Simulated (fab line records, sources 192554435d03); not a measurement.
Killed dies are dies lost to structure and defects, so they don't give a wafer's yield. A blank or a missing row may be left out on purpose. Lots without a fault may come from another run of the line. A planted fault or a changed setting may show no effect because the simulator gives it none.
Which tool did it? | flow n5_finfet | 12 lots, 36 wafers sampled, at 1 step of a route of 1938

WHAT THE GAUGES READ, wafer by wafer
N5_BEOL_M8_OVL_MEAS_29.
lot  | measured     | on         | V7_OVL (nm)
L075 | day 11 11:26 | overlay-01 | -0.2 1.0 0.9
L076 | day 12 07:08 | overlay-01 | -1.7 -1.1 -1.4
L079 | day 12 19:02 | overlay-01 | -1.3 -0.6 -1.0
L081 | day 14 18:14 | overlay-01 | -1.9 -0.1 -0.6
L084 | day 15 16:11 | overlay-01 | 1.0 -0.2 0.0
L086 | day 16 11:50 | overlay-01 | -0.1 -0.7 0.0
L090 | day 16 22:50 | overlay-02 | -1.5 -1.3 -1.2
L095 | day 18 00:10 | overlay-02 | 0.4 1.1 1.3
L091 | day 18 06:19 | overlay-01 | 0.1 -1.0 -0.5
L089 | day 18 23:50 | overlay-01 | 0.3 -0.1 -1.0
L093 | day 19 00:05 | overlay-01 | 0.2 -0.2 -1.0
L096 | day 19 08:27 | overlay-01 | -0.3 -0.3 -0.7

WHICH TOOL RAN EACH LOT (tool, then ch and the chambers of the sampled wafers, then the start)
The record holds no process step before these readings.

THE ANSWER, worked out from the rows above alone
Rule: what is usual is taken from the lots themselves. Put in order of their means at a reading, lots are off if they are a third of the lots or fewer, leave a main group of 4 or more, and stand apart from it by a gap of 3 or more times the standard deviation of the main group's means; of several such gaps the widest counts. A main group whose means are all the same, to the digits that the tables above print for the reading, isn't used. A lot without any number at a reading at which 4 lots or more have one is off too. The other lots that the step has rows for count as sound.
No lot is off at any reading shown: from this, nothing can be told.

WHAT THE SIMULATOR HAD PUT IN
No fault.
